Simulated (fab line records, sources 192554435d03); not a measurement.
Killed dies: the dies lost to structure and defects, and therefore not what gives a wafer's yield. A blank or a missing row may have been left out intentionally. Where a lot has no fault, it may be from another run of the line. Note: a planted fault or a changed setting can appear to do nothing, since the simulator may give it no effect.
Which of the tools did it? ; flow n5-finfet ; 24 lots, 72 wafers sampled, at 3 steps of a route of 1938

== WHAT THE GAUGES READ, wafer by wafer ==
N5_BEOL_M1_CD_MEAS_18: pitch 36 nm, target cd 18 nm. Usual: 18.0 nm for cd-nm, sd 0.31.
lot;measured;on;cd-nm (nm);flag
L074;day 6 06:16;cd-sem-02;18.0 18.2 18.0;
L075;day 6 10:49;cd-sem-01;17.4 17.5 17.9;
L076;day 6 17:20;cd-sem-02;18.2 18.1 18.0;
L077;day 6 20:56;cd-sem-01;18.2 18.0 17.9;
L078;day 7 00:17;cd-sem-02;17.5 17.6 17.9;
L079;day 7 13:19;cd-sem-03;18.3 18.0 18.0;
L080;day 7 17:04;cd-sem-01;17.9 17.9 17.5;
L081;day 7 18:46;cd-sem-03;17.9 18.0 18.2;
L083;day 8 10:19;cd-sem-03;18.4 17.9 18.0;
L082;day 8 10:31;cd-sem-01;18.1 17.9 17.9;
L084;day 9 00:29;cd-sem-02;17.7 18.1 17.9;
L085;day 9 02:46;cd-sem-02;18.6 18.2 18.0;
L086;day 9 06:38;cd-sem-03;18.4 18.4 18.2;
L087;day 9 14:21;cd-sem-02;18.0 18.1 17.8;
L088;day 10 02:01;cd-sem-01;17.5 18.0 17.4;
L089;day 10 03:50;cd-sem-02;17.9 17.2 18.1;
L090;day 10 08:18;cd-sem-03;17.7 17.7 18.3;
L092;day 10 11:24;cd-sem-02;17.9 17.9 18.3;
L091;day 10 20:01;cd-sem-02;17.7 18.5 18.2;
L093;day 10 22:28;cd-sem-02;18.6 17.6 17.9;
L094;day 11 01:14;cd-sem-01;17.5 17.5 17.5;
L095;day 11 04:31;cd-sem-02;18.6 18.2 17.8;
L096;day 11 14:58;cd-sem-02;18.0 18.1 17.7;
L097;day 12 04:45;cd-sem-02;18.0 18.2 18.0;

== WHAT TOOL EACH LOT RAN ON (gives the tool, then ch and the chambers of the sampled wafers, and finally the start) ==
lot;N5_BEOL_M0_ANNEAL_119;N5_BEOL_M0_PRE_CLEAN_131
L074;rtp-anneal-01 ch 0, day 6 01:07;cvd-co-02 ch 0,2, day 6 01:47
L075;rtp-anneal-01 ch 0, day 6 07:24;cvd-co-01 ch 0,2, day 6 07:59
L076;rtp-anneal-02 ch 0, day 6 13:32;cvd-co-02 ch 0,2, day 6 14:12
L077;rtp-anneal-01 ch 0, day 6 17:06;cvd-co-01 ch 0,1,2, day 6 18:02
L078;rtp-anneal-01 ch 0, day 6 22:10;cvd-co-02 ch 0,1,2, day 6 22:49
L079;rtp-anneal-02 ch 0, day 7 09:42;cvd-co-01 ch 0,1,2, day 7 10:19
L080;rtp-anneal-02 ch 0, day 7 12:04;cvd-co-01 ch 0,1,2, day 7 12:42
L081;rtp-anneal-01 ch 0, day 7 16:26;cvd-co-01 ch 0,1,2, day 7 17:02
L083;rtp-anneal-02 ch 0, day 8 04:38;cvd-co-01 ch 1,2, day 8 05:16
L082;rtp-anneal-01 ch 0, day 8 04:56;cvd-co-02 ch 0,2, day 8 05:29
L084;rtp-anneal-02 ch 0, day 8 19:38;cvd-co-02 ch 0,1,2, day 8 21:38
L085;rtp-anneal-02 ch 0, day 9 00:13;cvd-co-02 ch 1,2, day 9 00:46
L086;rtp-anneal-01 ch 0, day 9 02:08;cvd-co-01 ch 0,1,2, day 9 02:43
L087;rtp-anneal-01 ch 0, day 9 12:09;cvd-co-02 ch 1,2, day 9 12:47
L088;rtp-anneal-01 ch 0, day 9 23:51;cvd-co-01 ch 0,2, day 10 00:28
L089;rtp-anneal-01 ch 0, day 10 00:54;cvd-co-02 ch 0,1, day 10 01:29
L090;rtp-anneal-02 ch 0, day 10 03:58;cvd-co-02 ch 0,1,2, day 10 04:29
L092;rtp-anneal-01 ch 0, day 10 09:05;cvd-co-02 ch 0,2, day 10 09:37
L091;rtp-anneal-01 ch 0, day 10 17:17;cvd-co-02 ch 0,2, day 10 17:52
L093;rtp-anneal-01 ch 0, day 10 19:58;cvd-co-02 ch 1,2, day 10 20:38
L094;rtp-anneal-01 ch 0, day 10 21:32;cvd-co-01 ch 1,2, day 10 22:27
L095;rtp-anneal-02 ch 0, day 11 01:23;cvd-co-01 ch 1,2, day 11 02:10
L096;rtp-anneal-02 ch 0, day 11 09:04;cvd-co-02 ch 0,2, day 11 09:43
L097;rtp-anneal-02 ch 0, day 12 00:48;cvd-co-02 ch 0,1,2, day 12 01:41
- N5_BEOL_M0_ANNEAL_119: time 90 s.
- N5_BEOL_M0_PRE_CLEAN_131: time 15 s.

== WHAT THE TOOLS THEMSELVES READ (means of the sampled wafers that have a number; where no wafer has one, the mark that the record gives instead) ==
N5_BEOL_M0_ANNEAL_119. Usual: 226.3 for wafer_temp_C_max, sd 0.34.
lot;tool;wafer_temp_C_max;flag
L074;rtp-anneal-01;226.1;
L075;rtp-anneal-01;226.1;
L076;rtp-anneal-02;226.4;
L077;rtp-anneal-01;226.0;
L078;rtp-anneal-01;226.3;
L079;rtp-anneal-02;226.5;
L080;rtp-anneal-02;226.5;
L081;rtp-anneal-01;226.0;
L083;rtp-anneal-02;226.5;
L082;rtp-anneal-01;226.0;
L084;rtp-anneal-02;226.4;
L085;rtp-anneal-02;226.9;
L086;rtp-anneal-01;226.0;
L087;rtp-anneal-01;226.1;
L088;rtp-anneal-01;226.0;
L089;rtp-anneal-01;226.2;
L090;rtp-anneal-02;226.3;
L092;rtp-anneal-01;225.9;
L091;rtp-anneal-01;226.2;
L093;rtp-anneal-01;226.0;
L094;rtp-anneal-01;226.2;
L095;rtp-anneal-02;226.8;
L096;rtp-anneal-02;226.3;
L097;rtp-anneal-02;226.5;

N5_BEOL_M0_PRE_CLEAN_131. Usual: heater-power-w 90 W, standard deviation 11; rf-fwd-power-W 296.0 W, standard deviation 1.6.
lot;tool;heater-power-w (W);rf-fwd-power-W (W);flag
L074;cvd-co-02;94;295.6;
L075;cvd-co-01;100;295.9;
L076;cvd-co-02;89;297.4;
L077;cvd-co-01;91;295.8;
L078;cvd-co-02;90;297.0;
L079;cvd-co-01;89;295.2;
L080;cvd-co-01;91;296.1;
L081;cvd-co-01;90;295.7;
L083;cvd-co-01;89;294.9;
L082;cvd-co-02;96;295.0;
L084;cvd-co-02;89;296.5;
L085;cvd-co-02;94;294.7;
L086;cvd-co-01;91;295.7;
L087;cvd-co-02;89;295.9;
L088;cvd-co-01;99;296.4;
L089;cvd-co-02;83;296.8;
L090;cvd-co-02;90;296.2;
L092;cvd-co-02;90;296.7;
L091;cvd-co-02;96;294.9;
L093;cvd-co-02;89;295.7;
L094;cvd-co-01;91;296.1;
L095;cvd-co-01;90;295.8;
L096;cvd-co-02;90;296.2;
L097;cvd-co-02;89;296.9;

== THE ANSWER, worked out from the rows above alone ==
Rule: a lot counts as off when the mean over its wafers that have a number is more than 3 standard deviations away from the usual mean. A lot without any number at a reading at which 4 lots or more have one is off too. All remaining lots with rows at the step are treated as sound. The gauges are gone through in route order, then the tools' own readings, and for those a lot's mean is taken as printed above. The first step at which some lot is off is used, and at that step the reading that is off furthest; a lot without a number counts as furthest.
None of the lots is off at any reading shown; this tells nothing.

== WHAT HAD BEEN PUT IN BY THE SIMULATOR ==
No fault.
